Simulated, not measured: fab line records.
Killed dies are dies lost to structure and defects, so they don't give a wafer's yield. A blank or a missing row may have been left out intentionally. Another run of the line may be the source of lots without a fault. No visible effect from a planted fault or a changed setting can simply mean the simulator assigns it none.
Which of the tools did it?	flow nand harc	Sampling: 24 lots, 72 wafers, 6 of 1159 route steps

WHAT THE GAUGES SHOWED, per wafer
NHARC_P_M2_CD_MEAS_16.
lot	measured	on	cd nm (nm)
L074	day 6 05:12	cd sem-03	171.0 170.0 170.9
L075	day 6 09:32	cd sem-03	169.9 169.9 169.1
L076	day 7 01:16	cd sem-01	170.2 169.5 170.7
L077	day 6 22:14	cd sem-01	168.7 169.7 171.4
L078	day 7 02:13	cd sem-01	169.2 168.5 170.5
L079	day 7 15:56	cd sem-02	168.8 168.3 171.0
L080	day 7 19:40	cd sem-02	168.8 171.0 169.2
L081	day 7 20:29	cd sem-03	169.2 168.4 171.7
L082	day 8 09:21	cd sem-01	169.7 169.0 169.5
L083	day 8 17:06	cd sem-02	170.3 170.4 170.8
L084	day 8 14:22	cd sem-01	169.7 170.5 168.7
L085	day 8 19:38	cd sem-01	169.1 168.9 169.1
L086	day 9 11:23	cd sem-01	169.4 171.6 170.4
L087	day 9 12:20	cd sem-03	170.2 168.9 168.4
L088	day 9 23:38	cd sem-02	169.6 168.6 170.5
L089	day 10 00:17	cd sem-02	169.2 169.0 170.1
L090	day 10 04:07	cd sem-02	170.1 170.4 170.2
L091	day 10 10:28	cd sem-02	171.3 169.1 169.5
L092	day 10 11:13	cd sem-01	171.0 170.9 171.1
L093	day 11 09:57	cd sem-01	169.6 169.2 169.3
L094	day 11 09:20	cd sem-03	168.5 169.7 170.2
L095	day 11 13:14	cd sem-03	172.8 169.8 169.8
L096	day 11 12:57	cd sem-02	169.6 168.9 169.0
L097	day 12 02:18	cd sem-03	169.8 169.7 168.1

NHARC_P_BONDPAD_OVL_MEAS_38.
lot	measured	on	overlay x nm (nm)	overlay y nm (nm)
L074	day 6 09:21	overlay-01	-3 -2 -3	8 8 9
L075	day 6 13:46	overlay-02	8 7 8	2 1 1
L076	day 7 05:15	overlay-02	6 6 6	1 1 1
L077	day 7 02:19	overlay-02	10 10 10	-5 -5 -5
L078	day 7 06:22	overlay-01	4 5 4	3 2 2
L079	day 7 19:58	overlay-02	0 0 0	-1 -2 -1
L080	day 7 23:53	overlay-02	2 3 2	6 7 6
L081	day 8 00:41	overlay-02	-11 -11 -11	7 8 7
L082	day 8 13:29	overlay-02	2 1 2	2 3 3
L083	day 8 21:14	overlay-01	0 0 0	8 8 8
L084	day 8 18:31	overlay-01	8 9 9	-3 -4 -4
L085	day 8 23:52	overlay-01	2 2 2	2 2 2
L086	day 9 15:34	overlay-02	2 1 2	-7 -7 -6
L087	day 9 16:29	overlay-02	-10 -10 -10	13 13 13
L088	day 10 03:38	overlay-02	-9 -9 -9	-4 -3 -3
L089	day 10 04:32	overlay-01	6 6 6	1 1 1
L090	day 10 08:19	overlay-01	5 5 5	0 0 0
L091	day 10 14:37	overlay-02	15 15 14	-7 -7 -8
L092	day 10 15:23	overlay-01	7 8 8	-8 -8 -8
L093	day 11 14:14	overlay-01	-7 -7 -7	-1 0 0
L094	day 11 13:23	overlay-01	-9 -9 -9	-2 -2 -1
L095	day 11 17:24	overlay-02	9 9 9	7 8 7
L096	day 11 17:05	overlay-01	4 4 4	-2 -2 -2
L097	day 12 06:37	overlay-02	6 6 6	-5 -5 -5

EACH LOT AND THE TOOL THAT RAN IT (in order: tool; ch and the chambers of the sampled wafers; start)
lot	NHARC_P_ZERO_WELL_ETCH_63	NHARC_P_GATE_HM_OPEN_105	NHARC_P_GATE_DESCUM_48	NHARC_P_M2_PRE_CLEAN_32
L074	rie si-04 ch 1,2,3, day 1 13:42	rie diel-06 ch 0,2,3, day 5 07:49 or earlier	rie diel-06 ch 0,3, day 5 07:49	pecvd-02 ch 1,2, day 6 07:32
L075	rie si-04 ch 0,1,3, day 1 19:38	rie diel-03 ch 0,2, day 5 07:59 or earlier	rie diel-06 ch 0,2,3, day 5 07:59	pecvd-04 ch 0,1, day 6 11:58
L076	rie si-03 ch 1,2,3, day 2 01:41	rie diel-03 ch 1,3, day 6 04:30 or earlier	rie diel-13 ch 0,2,3, day 6 04:30	pecvd-04 ch 0,1,2, day 7 03:37
L077	rie si-03 ch 0,3, day 2 07:41	rie diel-06 ch 0,2, day 5 21:03 or earlier	rie diel-06 ch 1,2, day 5 21:03	pecvd-04 ch 0,1,2, day 7 00:40
L078	rie si-04 ch 0,1,3, day 2 13:39	rie diel-03 ch 0,1,3, day 6 04:39 or earlier	rie diel-13 ch 0,1,2, day 6 04:39	pecvd-02 ch 0,1, day 7 04:34
L079	rie si-03 ch 1,2, day 2 19:36	rie diel-13 ch 1,2, day 6 18:03 or earlier	rie diel-06 ch 0,1,3, day 6 18:03	pecvd-01 ch 1,2, day 7 18:19
L080	rie si-03 ch 2,3, day 3 01:38	rie diel-03 ch 0,2, day 6 21:41 or earlier	rie diel-06 ch 0,3, day 6 21:41	pecvd-01 ch 0,1, day 7 22:07
L081	rie si-04 ch 0,1, day 3 07:40	rie diel-06 ch 0,2,3, day 6 21:52 or earlier	rie diel-03 ch 1,2, day 6 21:52	pecvd-04 ch 0,1,2, day 7 22:53
L082	rie si-04 ch 0,1,3, day 3 13:40	rie diel-06 ch 0,1,2, day 7 05:17 or earlier	rie diel-13 ch 1,2,3, day 7 05:17	pecvd-01 ch 1,2, day 8 11:41
L083	rie si-01 ch 0,1,3, day 3 19:53	rie diel-06 ch 0,1,3, day 7 19:14 or earlier	rie diel-13 ch 1,2,3, day 7 19:14	pecvd-01 ch 0,1, day 8 19:26
L084	rie si-03 ch 0,1, day 4 01:34	rie diel-06 ch 0,1, day 7 16:48 or earlier	rie diel-06 ch 0,1, day 7 16:48	pecvd-01 ch 0,2, day 8 16:50
L085	rie si-03 ch 1,2, day 4 07:42	rie diel-03 ch 1,2,3, day 7 22:46 or earlier	rie diel-13 ch 2,3, day 7 22:46	pecvd-02 ch 0,1,2, day 8 22:04
L086	rie si-03 ch 1,2,3, day 4 13:39	rie diel-06 ch 0,1,3, day 8 10:43 or earlier	rie diel-06 ch 0,1,2, day 8 10:43	pecvd-01 ch 0,1, day 9 13:47
L087	rie si-03 ch 0,1,2, day 4 19:40	rie diel-03 ch 0,1,3, day 8 11:16 or earlier	rie diel-06 ch 0,1,3, day 8 11:16	pecvd-01 ch 0,1, day 9 14:42
L088	rie si-04 ch 0,2,3, day 5 01:40	rie diel-06 ch 1,2,3, day 8 20:20 or earlier	rie diel-06 ch 0,1,2, day 8 20:20	pecvd-01 ch 1,2, day 10 01:59
L089	rie si-03 ch 1,2, day 5 07:34	rie diel-06 ch 0,2,3, day 8 20:29 or earlier	rie diel-13 ch 0,3, day 8 20:29	pecvd-04 ch 0,1,2, day 10 02:42
L090	rie si-04 ch 0,1,3, day 5 13:33	rie diel-03 ch 1,2,3, day 9 06:39 or earlier	rie diel-06 ch 0,2,3, day 9 06:39	pecvd-01 ch 0,2, day 10 06:31
L091	rie si-01 ch 1,3, day 5 19:38	rie diel-06 ch 1,2, day 9 12:20 or earlier	rie diel-13 ch 0,1,3, day 9 12:20	pecvd-01 ch 0,2, day 10 12:50
L092	rie si-04 ch 1,2,3, day 6 01:51	rie diel-03 ch 2,3, day 9 12:29 or earlier	rie diel-06 ch 1,2,3, day 9 12:29	pecvd-04 ch 0,1,2, day 10 13:34
L093	rie si-04 ch 1,3, day 6 07:41	rie diel-06 ch 0,1,2, day 10 06:55 or earlier	rie diel-06 ch 0,2,3, day 10 06:55	pecvd-01 ch 1,2, day 11 12:28
L094	rie si-04 ch 0,2,3, day 6 13:35	rie diel-03 ch 0,1, day 10 06:28 or earlier	rie diel-06 ch 0,1,3, day 10 06:28	pecvd-04 ch 0,1,2, day 11 11:42
L095	rie si-04 ch 0,3, day 6 19:38	rie diel-06 ch 1,2, day 10 16:11 or earlier	rie diel-06 ch 0,2,3, day 10 16:11	pecvd-02 ch 0,1,2, day 11 15:37
L096	rie si-04 ch 0,2,3, day 7 01:33	rie diel-06 ch 1,2, day 10 15:58 or earlier	rie diel-06 ch 0,1, day 10 15:58	pecvd-04 ch 1,2, day 11 15:18
L097	rie si-01 ch 1,2,3, day 7 07:32	rie diel-06 ch 0,2, day 11 03:41 or earlier	rie diel-13 ch 2,3, day 11 03:41	pecvd-01 ch 0,1,2, day 12 04:49
- NHARC_P_ZERO_WELL_ETCH_63: etches the open film in HBr/Cl2, target depth 120 nm, time 40.1 s.
- NHARC_P_GATE_HM_OPEN_105: chemistry O2/COS, target depth 360 nm.
- NHARC_P_GATE_DESCUM_48: chemistry O2, time 3 s.
- NHARC_P_M2_PRE_CLEAN_32: time 12 s.

AS READ BY THE TOOLS THEMSELVES (means over the sampled wafers that have a number; for cases with no such wafer, the mark the record gives instead)
NHARC_P_ZERO_WELL_ETCH_63.
lot	tool	chamber pressure mTorr (mTorr)	drypump motor current A (A)	oes product au (a.u.)	throttle valve pct (%)
L074	rie si-04	15.007	5.8	1.003	26.409
L075	rie si-04	14.993	5.7	1.006	26.397
L076	rie si-03	14.996	5.9	0.971	26.409
L077	rie si-03	15.007	5.3	0.972	26.402
L078	rie si-04	14.990	5.7	1.010	26.414
L079	rie si-03	14.992	6.0	0.991	26.405
L080	rie si-03	15.001	5.8	0.985	26.403
L081	rie si-04	14.989	5.6	1.011	26.396
L082	rie si-04	14.999	5.7	1.016	26.403
L083	rie si-01	14.999	5.5	0.994	26.413
L084	rie si-03	15.001	5.9	0.969	26.411
L085	rie si-03	14.997	6.1	0.978	26.407
L086	rie si-03	14.993	5.9	0.974	26.414
L087	rie si-03	15.001	5.8	0.986	26.404
L088	rie si-04	14.996	5.9	1.001	26.415
L089	rie si-03	15.013	6.0	0.993	26.405
L090	rie si-04	15.005	5.7	1.003	26.403
L091	rie si-01	15.010	5.5	1.000	26.409
L092	rie si-04	14.999	5.8	1.011	26.405
L093	rie si-04	14.991	5.6	1.013	26.412
L094	rie si-04	14.994	5.9	1.010	26.417
L095	rie si-04	15.010	5.8	1.012	26.411
L096	rie si-04	15.006	5.9	1.002	26.410
L097	rie si-01	15.016	5.8	1.002	26.396

NHARC_P_GATE_HM_OPEN_105.
lot	tool	chamber pressure mTorr (mTorr)	drypump motor current A (A)	oes product au (a.u.)	rf vpp V (V)	showerhead plenum p Torr (Torr)	throttle valve pct (%)
L074	rie diel-06	19.990	5.70	0.995	466.6	3.08	28.329
L075	rie diel-03	20.005	5.97	1.000	463.5	2.98	28.330
L076	rie diel-03	19.970	6.25	0.989	468.7	3.20	28.327
L077	rie diel-06	20.010	5.47	0.988	467.2	3.11	28.332
L078	rie diel-03	19.994	6.22	0.977	467.0	3.12	28.332
L079	rie diel-13	20.008	5.59	0.998	467.6	3.13	28.334
L080	rie diel-03	20.006	6.04	0.989	465.0	3.01	28.331
L081	rie diel-06	20.004	5.69	0.989	465.7	3.07	28.333
L082	rie diel-06	20.005	5.61	0.995	467.6	3.14	28.336
L083	rie diel-06	20.002	5.77	0.997	464.9	3.02	28.333
L084	rie diel-06	20.008	5.53	0.998	465.6	3.04	28.332
L085	rie diel-03	19.985	6.16	0.995	466.2	3.08	28.329
L086	rie diel-06	19.988	5.78	0.996	464.6	3.02	28.322
L087	rie diel-03	20.002	6.22	0.991	467.4	3.12	28.327
L088	rie diel-06	19.987	5.83	1.006	467.5	3.11	28.334
L089	rie diel-06	20.009	5.67	0.996	465.9	3.07	28.320
L090	rie diel-03	20.009	6.15	1.004	466.0	3.07	28.329
L091	rie diel-06	20.011	5.77	1.006	468.4	3.18	28.330
L092	rie diel-03	19.999	6.01	1.002	465.7	3.04	28.321
L093	rie diel-06	19.994	5.60	0.993	467.6	3.14	28.327
L094	rie diel-03	20.006	6.27	0.993	466.3	3.04	28.328
L095	rie diel-06	19.998	5.75	1.000	468.8	3.18	28.330
L096	rie diel-06	20.010	5.70	0.981	469.9	3.24	28.331
L097	rie diel-06	19.983	5.55	0.980	468.5	3.19	28.324

NHARC_P_GATE_DESCUM_48.
lot	tool	chamber pressure mTorr (mTorr)	drypump motor current A (A)	oes product au (a.u.)	rf vpp V (V)	showerhead plenum p Torr (Torr)	throttle valve pct (%)
L074	rie diel-06	60.01	5.8	1.003	57.4	1.80	11.322
L075	rie diel-06	59.99	5.7	0.989	57.6	1.88	11.316
L076	rie diel-13	60.02	5.8	0.987	58.3	1.93	11.315
L077	rie diel-06	60.00	5.7	0.993	57.9	1.99	11.319
L078	rie diel-13	59.95	5.6	0.989	57.7	1.94	11.309
L079	rie diel-06	60.00	5.8	1.011	57.0	1.85	11.309
L080	rie diel-06	60.01	5.8	0.999	57.0	1.80	11.321
L081	rie diel-03	60.00	6.2	0.997	57.6	1.84	11.313
L082	rie diel-13	60.02	5.7	0.999	57.9	1.90	11.312
L083	rie diel-13	59.95	5.7	0.992	57.8	1.90	11.309
L084	rie diel-06	59.96	5.5	0.995	58.0	1.87	11.310
L085	rie diel-13	60.01	5.5	0.997	58.6	1.98	11.313
L086	rie diel-06	60.03	5.6	0.993	57.1	1.92	11.311
L087	rie diel-06	59.95	5.8	1.005	58.1	1.84	11.301
L088	rie diel-06	60.01	5.6	0.996	57.5	1.92	11.306
L089	rie diel-13	60.01	5.9	0.985	58.5	1.88	11.309
L090	rie diel-06	59.95	5.7	1.001	57.4	1.88	11.317
L091	rie diel-13	59.99	5.9	0.998	57.7	1.84	11.314
L092	rie diel-06	60.05	5.8	0.995	58.7	1.91	11.317
L093	rie diel-06	59.98	5.7	0.991	57.4	1.88	11.315
L094	rie diel-06	59.94	5.7	0.997	58.0	1.84	11.312
L095	rie diel-06	59.99	5.7	0.996	57.5	1.88	11.307
L096	rie diel-06	59.97	5.7	0.996	57.3	1.89	11.316
L097	rie diel-13	59.98	5.5	1.004	57.3	1.97	11.314

NHARC_P_M2_PRE_CLEAN_32.
lot	tool	heater power w (W)
L074	pecvd-02	624
L075	pecvd-04	573
L076	pecvd-04	547
L077	pecvd-04	559
L078	pecvd-02	602
L079	pecvd-01	690
L080	pecvd-01	671
L081	pecvd-04	578
L082	pecvd-01	689
L083	pecvd-01	719
L084	pecvd-01	635
L085	pecvd-02	625
L086	pecvd-01	727
L087	pecvd-01	735
L088	pecvd-01	631
L089	pecvd-04	585
L090	pecvd-01	619
L091	pecvd-01	661
L092	pecvd-04	570
L093	pecvd-01	708
L094	pecvd-04	534
L095	pecvd-02	621
L096	pecvd-04	589
L097	pecvd-01	659

THE ANSWER, worked out from the rows above alone
Rule: what is usual is taken from the lots themselves. Put in order of their means at a reading, lots are off if they are a third of the lots or fewer, leave a main group of 4 or more, and stand apart from it by a gap of 3 or more times the standard deviation of the main group's means; of several such gaps the widest counts. The tables above print the reading to a certain number of digits; a main group whose means all agree to those digits is not used. A lot without any number at a reading at which 4 lots or more have one is off too. Where the step has rows for the other lots, those lots are counted as sound. First the gauges in route order, then the tools' own readings, where a lot's mean is used as printed above. At the first step where some lot is off, the reading lying furthest off is the one used; lots without a number count as furthest.
Across all readings shown, no lot is off: no conclusion can be drawn from this.

WHAT HAD BEEN PUT IN BY THE SIMULATOR
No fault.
